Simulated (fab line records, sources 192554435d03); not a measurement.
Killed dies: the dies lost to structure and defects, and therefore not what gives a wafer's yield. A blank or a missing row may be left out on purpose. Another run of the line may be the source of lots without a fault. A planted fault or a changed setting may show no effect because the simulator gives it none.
Chamber matching + flow n5Finfet + N5_BEOL_M12_DESCUM_33 on rieDiel-04 has 4 sister chambers
The step chemistry O2, time 7.9 s. 14 wafers are shown with their chamber, then 7 later ones without.

## WAFERS, EACH WITH ITS CHAMBER
| wafer  | chamber | showerheadPlenumPTorr (Torr) | drypumpMotorCurrentA (A) | throttleValvePct (%) |
|--------|---------|------------------------------|--------------------------|----------------------|
| L075.4 | 0       | 2.06                         | 5.7                      | 20.65                |
| L075.5 | 3       | 2.12                         | 5.6                      | 20.50                |
| L075.6 | 0       | 2.06                         | 5.7                      | 20.64                |
| L079.2 | 1       | 2.04                         | 5.4                      | 20.40                |
| L079.5 | 1       | 2.04                         | 5.4                      | 20.39                |
| L079.6 | 2       | 2.12                         | 5.5                      | 20.51                |
| L083.2 | 2       | 2.12                         | 5.4                      | 20.52                |
| L083.3 | 0       | 2.06                         | 5.7                      | 20.25                |
| L083.6 | 2       | 2.12                         | 5.4                      | 20.52                |
| L085.1 | 1       | 2.03                         | 5.4                      | 20.42                |
| L085.2 | 3       | 2.11                         | 5.6                      | 20.52                |
| L085.3 | 2       | 2.11                         | 5.4                      | 20.54                |
| L086.4 | 1       | 2.03                         | 5.4                      | 20.43                |
| L086.5 | 0       | 2.06                         | 5.8                      | 20.26                |

SIGNATURES (means of the wafers above)
| reading               | chamber 0 | chamber 1 | chamber 2 | chamber 3 | scatter within a chamber |
|-----------------------|-----------|-----------|-----------|-----------|--------------------------|
| showerheadPlenumPTorr | 2.0600    | 2.0350    | 2.1175    | 2.1150    | 0.00474                  |
| drypumpMotorCurrentA  | 5.725     | 5.400     | 5.425     | 5.600     | 0.0387                   |
| throttleValvePct      | 20.4500   | 20.4100   | 20.5225   | 20.5100   | 0.124                    |
Rule: distance of a wafer from a chamber = root of the sum over the readings of ((wafer's reading minus chamber's mean) / reading's scatter) squared. The wafer belongs to the nearest chamber; if the next one is less than 2 further off, it can't be placed. How the scatter is found: for the shown wafers, subtract from each reading the mean of its chamber, square and add these, divide the total by (wafers less chambers), then take the root.

## WAFERS WITHOUT THEIR CHAMBER
| wafer  | showerheadPlenumPTorr (Torr) | drypumpMotorCurrentA (A) | throttleValvePct (%) |
|--------|------------------------------|--------------------------|----------------------|
| L086.6 | 2.11                         | 5.6                      | 20.51                |
| L092.2 | 2.03                         | 5.4                      | 20.45                |
| L092.5 | 2.11                         | 5.6                      | 20.53                |
| L092.6 | 2.05                         | 5.7                      | 20.28                |
| L091.1 | 2.05                         | 5.8                      | 20.28                |
| L091.3 | 2.03                         | 5.4                      | 20.46                |
| L091.6 | 2.11                         | 5.6                      | 20.54                |

## WHICH CHAMBER EACH WENT THROUGH
| wafer  | from the rows above | in truth |
|--------|---------------------|----------|
| L086.6 | 3                   | 3        |
| L092.2 | 1                   | 1        |
| L092.5 | 3                   | 3        |
| L092.6 | 0                   | 0        |
| L091.1 | 0                   | 0        |
| L091.3 | 1                   | 1        |
| L091.6 | 3                   | 3        |
Placed correctly: 7 of 7. Left unplaced by these rows: 0. Wrongly placed: 0.
